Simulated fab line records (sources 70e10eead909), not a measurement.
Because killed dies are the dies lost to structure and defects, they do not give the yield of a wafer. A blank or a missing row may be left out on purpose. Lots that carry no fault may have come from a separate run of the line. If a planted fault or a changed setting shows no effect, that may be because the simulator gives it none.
Chamber matching -- flow nand-harc -- 4 sister chambers for NHARC_A_STAIRCASE_TRIM_220 on rie-diel-09
The step chemistry O2, time 211.2 s. 16 wafers are shown with their chamber, then 8 later ones without.

== WAFERS, EACH WITH ITS CHAMBER ==
wafer,chamber,showerhead-plenum-p-Torr (Torr),rf-vpp-V (V),oes-product-au (a.u.)
L075.1,1,3.55,57.3,1.000
L075.2,2,3.60,58.4,1.006
L075.4,0,3.42,58.7,1.000
L077.1,1,3.55,58.9,1.004
L077.5,0,3.42,58.9,1.007
L077.6,1,3.55,58.9,1.000
L080.3,1,3.54,57.7,1.005
L080.5,1,3.54,58.8,1.004
L080.6,2,3.59,58.6,0.988
L081.3,2,3.59,57.8,1.001
L081.4,0,3.41,56.5,0.988
L081.5,1,3.54,58.0,0.985
L083.1,1,3.54,58.1,1.004
L083.5,0,3.41,57.4,1.010
L083.6,3,3.65,57.2,1.004
L087.1,2,3.57,58.7,1.002

SIGNATURES, as means of the wafers listed above
reading,chamber 0,chamber 1,chamber 2,chamber 3,scatter within a chamber
showerhead-plenum-p-Torr,3.4150,3.5443,3.5875,3.6500,0.00789
rf-vpp-V,57.875,58.243,58.375,57.200,0.751
oes-product-au,1.00125,1.00029,0.99925,1.00400,0.00799
Rule: for a wafer and a chamber, the distance is found by dividing, reading by reading, the gap between the wafer's reading and the chamber's mean by the reading's scatter, squaring, summing and taking the root. The wafer belongs to the nearest chamber; if the next one is less than 2 further off, it can't be placed. The scatter is the square root of a quotient: the sum, over the shown wafers, of each reading's squared deviation from its chamber's mean, divided by wafers minus chambers.

== WAFERS WHOSE CHAMBER IS MISSING ==
wafer,showerhead-plenum-p-Torr (Torr),rf-vpp-V (V),oes-product-au (a.u.)
L087.5,3.57,59.1,0.997
L087.6,3.63,58.5,1.001
L092.3,3.39,56.9,1.002
L092.4,3.63,57.7,1.005
L092.5,3.52,57.4,1.002
L093.2,3.57,56.2,1.015
L093.3,3.52,57.4,1.005
L093.5,3.57,57.7,1.009

== WHICH CHAMBER EACH ONE RAN IN ==
wafer,from the rows above,in truth
L087.5,can't be placed: 2 or 1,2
L087.6,3,3
L092.3,0,0
L092.4,3,3
L092.5,1,1
L093.2,can't be placed: 2 or 1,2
L093.3,1,1
L093.5,can't be placed: 2 or 1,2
Placed correctly: 5 of 8. Cannot be placed on the basis of these rows: 3; the candidates contain the true chamber in 3. 0 placed wrongly.
